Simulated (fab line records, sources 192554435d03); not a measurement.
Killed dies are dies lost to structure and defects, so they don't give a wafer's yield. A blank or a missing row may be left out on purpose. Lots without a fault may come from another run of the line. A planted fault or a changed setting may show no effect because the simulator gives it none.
Chamber matching | flow n5_finfet | N5_BEOL_M8_DESCUM_33 on rie_diel-02: 4 sister chambers
The step chemistry O2, time 7 s. 7 wafers are shown with their chamber, then 8 later ones without.

WAFERS WITH THEIR CHAMBER
wafer  | chamber | drypump_motor_current_A (A) | showerhead_plenum_p_Torr (Torr)
L082.1 | 0       | 4.9                         | 2.08
L085.2 | 3       | 5.2                         | 2.10
L085.3 | 0       | 4.8                         | 2.08
L090.1 | 1       | 5.0                         | 2.21
L090.2 | 3       | 5.2                         | 2.10
L090.3 | 2       | 6.3                         | 2.18
L095.1 | 2       | 6.3                         | 2.17

WAFERS WITHOUT THEIR CHAMBER
wafer  | drypump_motor_current_A (A) | showerhead_plenum_p_Torr (Torr)
L095.4 | 4.8                         | 2.07
L095.6 | 5.2                         | 2.10
L092.1 | 4.9                         | 2.07
L092.3 | 4.9                         | 2.20
L092.4 | 6.4                         | 2.17
L096.1 | 4.9                         | 2.07
L096.4 | 6.4                         | 2.17
L096.6 | 5.2                         | 2.09

WHICH CHAMBER EACH WENT THROUGH
wafer  | from the rows above | in truth
L095.4 | 0                   | 0
L095.6 | 3                   | 3
L092.1 | 0                   | 0
L092.3 | 1                   | 1
L092.4 | 2                   | 2
L096.1 | 0                   | 0
L096.4 | 2                   | 2
L096.6 | 3                   | 3
Placed correctly: 8 of 8. Can't be placed from these rows: 0. Placed wrongly: 0.
How it was worked out, from the rows above alone: a wafer's distance from a chamber is the root of the sum, over the readings, of the square of ((its reading less the chamber's mean) divided by the reading's scatter). The wafer belongs to the nearest chamber; if the next one is less than 2 further off, it can't be placed. A chamber's mean is the mean of its shown wafers. The scatter: the root of (the sum of the squares of (reading less its chamber's mean) over the shown wafers, divided by (wafers less chambers)).
